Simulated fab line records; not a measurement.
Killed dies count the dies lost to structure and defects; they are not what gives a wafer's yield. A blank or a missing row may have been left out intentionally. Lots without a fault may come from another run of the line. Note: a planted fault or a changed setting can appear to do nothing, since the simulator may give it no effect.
Chamber matching | flow n5-finfet | rie-diel-06 running N5_FIN_SAQP_ETCH_34: 4 sister chambers
The step etches SiO2 in C4F6/O2, target depth 45 nm, time 15 s. 8 wafers are shown with their chamber, then 9 later ones without.

WAFERS, EACH WITH ITS CHAMBER
wafer  | chamber | throttle-valve-pct (%) | rf-vpp-V (V)
L084.4 | 2       | 20.93                  | 647
L084.6 | 0       | 21.37                  | 645
L086.2 | 3       | 21.30                  | 675
L086.3 | 0       | 21.38                  | 644
L086.5 | 1       | 21.05                  | 660
L088.1 | 1       | 21.04                  | 658
L088.3 | 2       | 20.95                  | 646
L088.5 | 3       | 21.28                  | 675

WAFERS MISSING THEIR CHAMBER
wafer  | throttle-valve-pct (%) | rf-vpp-V (V)
L089.1 | 20.97                  | 645
L089.5 | 21.31                  | 674
L089.6 | 20.97                  | 646
L094.1 | 21.41                  | 645
L094.2 | 21.04                  | 660
L094.3 | 20.98                  | 647
L096.2 | 21.08                  | 660
L096.4 | 21.41                  | 645
L096.5 | 21.41                  | 647

EACH ONE'S CHAMBER
wafer  | from the rows above | in truth
L089.1 | 2                   | 2
L089.5 | 3                   | 3
L089.6 | 2                   | 2
L094.1 | 0                   | 0
L094.2 | 1                   | 1
L094.3 | 2                   | 2
L096.2 | 1                   | 1
L096.4 | 0                   | 0
L096.5 | 0                   | 0
Placed correctly: 9 of 9. From these rows, 0 cannot be placed. Number placed wrongly: 0.
How it was worked out, from the rows above alone: a wafer's distance from a chamber is the root of the sum, over the readings, of the square of ((its reading less the chamber's mean) divided by the reading's scatter). The wafer belongs to the nearest chamber; if the next one is less than 2 further off, it can't be placed. For every chamber, the mean is computed from those of its wafers that are shown. The scatter: the root of (the sum of the squares of (reading less its chamber's mean) over the shown wafers, divided by (wafers less chambers)).
